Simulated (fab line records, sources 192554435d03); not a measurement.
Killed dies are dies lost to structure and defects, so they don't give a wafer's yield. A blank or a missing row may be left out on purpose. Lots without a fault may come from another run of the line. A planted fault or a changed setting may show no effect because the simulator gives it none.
Chamber matching | flow n5_finfet | N5_BEOL_M8_STRIP_67 on rie_diel-01: 4 sister chambers
The step strips in CF4. 18 wafers are shown with their chamber, then 9 later ones without.

WAFERS WITH THEIR CHAMBER
wafer  | chamber | drypump_motor_current_A (A) | showerhead_plenum_p_Torr (Torr) | throttle_valve_pct (%)
L077.4 | 3       | 5.7                         | 1.82                            | 13.97
L077.5 | 1       | 5.7                         | 1.89                            | 13.70
L077.6 | 2       | 5.2                         | 1.81                            | 13.25
L079.1 | 2       | 5.2                         | 1.81                            | 13.28
L079.2 | 1       | 5.7                         | 1.89                            | 13.71
L079.3 | 3       | 5.7                         | 1.82                            | 14.00
L078.2 | 2       | 5.2                         | 1.81                            | 13.27
L078.4 | 0       | 6.0                         | 1.88                            | 13.22
L078.5 | 3       | 5.7                         | 1.82                            | 13.97
L083.1 | 2       | 5.2                         | 1.80                            | 13.27
L083.3 | 3       | 5.8                         | 1.82                            | 14.01
L083.4 | 0       | 6.0                         | 1.88                            | 13.25
L082.1 | 3       | 5.7                         | 1.82                            | 14.01
L082.2 | 1       | 5.7                         | 1.89                            | 13.75
L082.3 | 2       | 5.2                         | 1.80                            | 13.30
L082.4 | 3       | 5.7                         | 1.82                            | 14.03
L082.5 | 2       | 5.2                         | 1.80                            | 13.27
L082.6 | 1       | 5.7                         | 1.89                            | 13.72

SIGNATURES (means of the wafers above)
reading                  | chamber 0 | chamber 1 | chamber 2 | chamber 3 | scatter within a chamber
drypump_motor_current_A  | 6.000     | 5.700     | 5.200     | 5.717     | 0.0244
showerhead_plenum_p_Torr | 1.8800    | 1.8900    | 1.8050    | 1.8200    | 0.00327
throttle_valve_pct       | 13.2350   | 13.7200   | 13.2733   | 13.9983   | 0.0208
Rule: a wafer's distance from a chamber is the root of the sum, over the readings, of the square of ((its reading less the chamber's mean) divided by the reading's scatter). The wafer belongs to the nearest chamber; if the next one is less than 2 further off, it can't be placed. The scatter: the root of (the sum of the squares of (reading less its chamber's mean) over the shown wafers, divided by (wafers less chambers)).

WAFERS WITHOUT THEIR CHAMBER
wafer  | drypump_motor_current_A (A) | showerhead_plenum_p_Torr (Torr) | throttle_valve_pct (%)
L088.3 | 5.2                         | 1.80                            | 13.34
L088.4 | 6.0                         | 1.87                            | 13.29
L088.5 | 5.7                         | 1.81                            | 14.07
L093.2 | 5.7                         | 1.88                            | 13.78
L093.4 | 5.7                         | 1.81                            | 14.08
L093.6 | 5.7                         | 1.88                            | 13.80
L094.2 | 6.1                         | 1.87                            | 13.32
L094.3 | 5.7                         | 1.81                            | 14.09
L094.5 | 5.2                         | 1.80                            | 13.34

WHICH CHAMBER EACH WENT THROUGH
wafer  | from the rows above | in truth
L088.3 | 2                   | 2
L088.4 | 0                   | 0
L088.5 | 3                   | 3
L093.2 | 1                   | 1
L093.4 | 3                   | 3
L093.6 | 1                   | 1
L094.2 | 0                   | 0
L094.3 | 3                   | 3
L094.5 | 2                   | 2
Placed correctly: 9 of 9. Can't be placed from these rows: 0. Placed wrongly: 0.
